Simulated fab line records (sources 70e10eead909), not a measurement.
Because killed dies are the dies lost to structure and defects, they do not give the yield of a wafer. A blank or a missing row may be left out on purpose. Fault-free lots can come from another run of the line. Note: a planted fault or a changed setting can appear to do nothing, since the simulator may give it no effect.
Which tool did it? | flow nand_harc | 36 wafers from 12 lots sampled at 4 of the route's 1159 steps

== WHAT THE GAUGES SHOWED, per wafer ==
NHARC_P_M0_CD_MEAS_09: the cd target is 90 nm. Usual: 89.8 nm for cd_nm, sd 0.81.
lot  | measured     | on        | cd_nm (nm)     | flag
L985 | day 6 06:09  | cd_sem-01 | 89.7 90.2 89.8 |
L986 | day 6 16:22  | cd_sem-02 | 90.6 91.2 90.1 |
L987 | day 6 17:02  | cd_sem-02 | 90.4 90.3 90.5 |
L989 | day 7 11:01  | cd_sem-01 | 90.0 89.0 90.7 |
L990 | day 7 19:27  | cd_sem-03 | 89.3 90.7 89.5 |
L993 | day 8 21:34  | cd_sem-02 | 89.4 88.8 88.2 |
L995 | day 9 09:58  | cd_sem-01 | 85.0 86.6 84.9 | OFF
L997 | day 9 19:24  | cd_sem-02 | 86.0 86.6 85.5 | OFF
L101 | day 10 04:25 | cd_sem-02 | 90.6 90.4 90.4 |
L100 | day 10 06:23 | cd_sem-01 | 90.8 90.1 89.8 |
L103 | day 11 03:37 | cd_sem-02 | 89.8 91.2 90.2 |
L102 | day 11 03:46 | cd_sem-03 | 89.1 87.9 89.4 |

NHARC_P_M0_OVL_MEAS_10: pitch 180 nm. Usual: overlay_x_nm 0.2 nm, standard deviation 0.9; overlay_y_nm 0.1 nm, standard deviation 1.
lot  | measured     | on         | overlay_x_nm (nm) | overlay_y_nm (nm) | flag
L985 | day 6 06:14  | overlay-01 | 0.8 0.4 0.7       | 1.1 0.9 1.0       |
L986 | day 6 16:27  | overlay-01 | 0.0 0.8 0.0       | -2.0 -1.6 -1.7    |
L987 | day 6 17:08  | overlay-01 | -0.7 0.1 0.2      | 1.4 1.6 1.8       |
L989 | day 7 11:07  | overlay-02 | 0.7 1.1 0.5       | 0.7 0.8 0.6       |
L990 | day 7 19:32  | overlay-02 | 2.1 1.1 1.8       | -1.1 -1.6 -0.7    |
L993 | day 8 21:39  | overlay-02 | -0.2 -0.2 0.1     | 0.0 0.0 -0.3      |
L995 | day 9 10:03  | overlay-02 | 0.2 0.5 0.8       | -0.1 0.4 0.1      |
L997 | day 9 19:29  | overlay-02 | 1.0 0.5 0.5       | -1.3 -0.7 -0.8    |
L101 | day 10 04:29 | overlay-01 | -0.8 -0.2 -0.2    | -0.8 -0.7 -0.4    |
L100 | day 10 06:28 | overlay-02 | 0.9 1.5 1.3       | -0.4 -0.8 -0.6    |
L103 | day 11 03:42 | overlay-01 | -1.7 -1.5 -1.0    | -1.3 -1.5 -1.2    |
L102 | day 11 03:51 | overlay-02 | -0.1 -0.2 -0.2    | 0.2 -0.3 0.0      |

NHARC_P_M0_CD_MEAS_16. Usual: 89.3 nm for cd_nm, sd 1.1.
lot  | measured     | on        | cd_nm (nm)     | flag
L985 | day 6 06:38  | cd_sem-02 | 88.8 89.9 90.5 |
L986 | day 6 16:51  | cd_sem-02 | 90.6 92.2 91.3 |
L987 | day 6 17:31  | cd_sem-03 | 90.4 89.5 88.5 |
L989 | day 7 11:31  | cd_sem-03 | 90.4 88.8 89.7 |
L990 | day 7 19:56  | cd_sem-03 | 89.0 91.5 89.9 |
L993 | day 8 22:03  | cd_sem-02 | 90.0 88.7 87.9 |
L995 | day 9 10:27  | cd_sem-01 | 83.5 86.5 85.6 | OFF
L997 | day 9 19:54  | cd_sem-02 | 85.5 85.1 84.6 | OFF
L101 | day 10 04:53 | cd_sem-01 | 89.5 89.6 89.7 |
L100 | day 10 06:55 | cd_sem-02 | 90.8 88.6 89.7 |
L103 | day 11 04:06 | cd_sem-02 | 89.3 90.7 90.3 |
L102 | day 11 04:14 | cd_sem-01 | 88.3 87.8 88.8 |

== WHICH TOOL RAN EACH LOT (tool, then ch and the chambers of the sampled wafers, then the start) ==
lot  | NHARC_P_M0_PEB_07
L985 | litho_track-06 ch 0, day 6 06:04
L986 | litho_track-06 ch 0, day 6 16:17
L987 | litho_track-01 ch 0, day 6 16:58
L989 | litho_track-01 ch 0, day 7 10:56
L990 | litho_track-01 ch 0, day 7 19:22
L993 | litho_track-04 ch 0, day 8 21:29
L995 | litho_track-01 ch 0, day 9 09:53
L997 | litho_track-01 ch 0, day 9 19:19
L101 | litho_track-06 ch 0, day 10 04:20
L100 | litho_track-06 ch 0, day 10 06:18
L103 | litho_track-06 ch 0, day 11 03:32
L102 | litho_track-04 ch 0, day 11 03:41
- NHARC_P_M0_PEB_07: peb time 65 s.

== WHAT THE TOOLS THEMSELVES READ (means of the sampled wafers that have a number; where no wafer has one, the mark that the record gives instead) ==
NHARC_P_M0_PEB_07. Usual: heater_power_total_W 156.6 W, standard deviation 0.42; plate_temp_C 100.01 C, standard deviation 0.12; resist_line_temp_C 22.98 C, standard deviation 0.11.
lot  | tool           | heater_power_total_W (W) | plate_temp_C (C) | resist_line_temp_C (C) | flag
L985 | litho_track-06 | 156.7                    | 99.99            | 23.01                  |
L986 | litho_track-06 | 156.6                    | 99.84            | 22.94                  |
L987 | litho_track-01 | 156.8                    | 99.88            | 22.93                  |
L989 | litho_track-01 | 156.4                    | 100.16           | 23.06                  |
L990 | litho_track-01 | 156.7                    | 100.04           | 23.02                  |
L993 | litho_track-04 | 156.2                    | 100.04           | 22.97                  |
L995 | litho_track-01 | 154.5                    | 99.03            | 23.14                  | OFF
L997 | litho_track-01 | 154.4                    | 98.97            | 23.10                  | OFF
L101 | litho_track-06 | 156.3                    | 100.01           | 22.99                  |
L100 | litho_track-06 | 156.5                    | 100.05           | 22.94                  |
L103 | litho_track-06 | 156.4                    | 99.97            | 22.97                  |
L102 | litho_track-04 | 156.5                    | 100.00           | 23.03                  |

== THE ANSWER, worked out from the rows above alone ==
Rule: take the mean of a lot's wafers that have a number; if it is more than 3 standard deviations from the usual mean, the lot is off. Also off: a lot with no number at a reading for which 4 or more lots have one. Any other lot the step has rows for is counted as sound. First the gauges in route order, then the tools' own readings, where a lot's mean is used as printed above. The first step at which some lot is off is used, and at that step the reading that is off furthest; a lot without a number counts as furthest.
Off: L995, L997, at NHARC_P_M0_CD_MEAS_09 (cd_nm).
A tool fits if, at a process step before that reading, it ran every lot that is off, and no sound lot after the first of them. The gauges at NHARC_P_M0_CD_MEAS_09 aren't tried: what is off there is off at NHARC_P_M0_PEB_07 too, on other tools, and a gauge's error can't cause that. One candidate fits, namely litho_track-01 at NHARC_P_M0_PEB_07. A fault onset in the window from L990 (day 7 19:22, its last sound lot) to L995 (day 9 09:53, its first lot off) fits.
The tool's own readings at NHARC_P_M0_PEB_07 bear it out: on the lots that are off they differ by more than 5 times the standard deviation of the sound lots' means. heater_power_total_W reads 154.4 W there against 156.5 W on the sound lots; plate_temp_C reads 99.00 C there against 100.00 C on the sound lots.

== WHAT THE SIMULATOR PUT IN ==
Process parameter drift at NHARC_P_M0_PEB_07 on litho_track-01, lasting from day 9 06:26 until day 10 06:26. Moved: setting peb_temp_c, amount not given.
Struck lots among those shown: L995, L997. Same finding as the rule above.
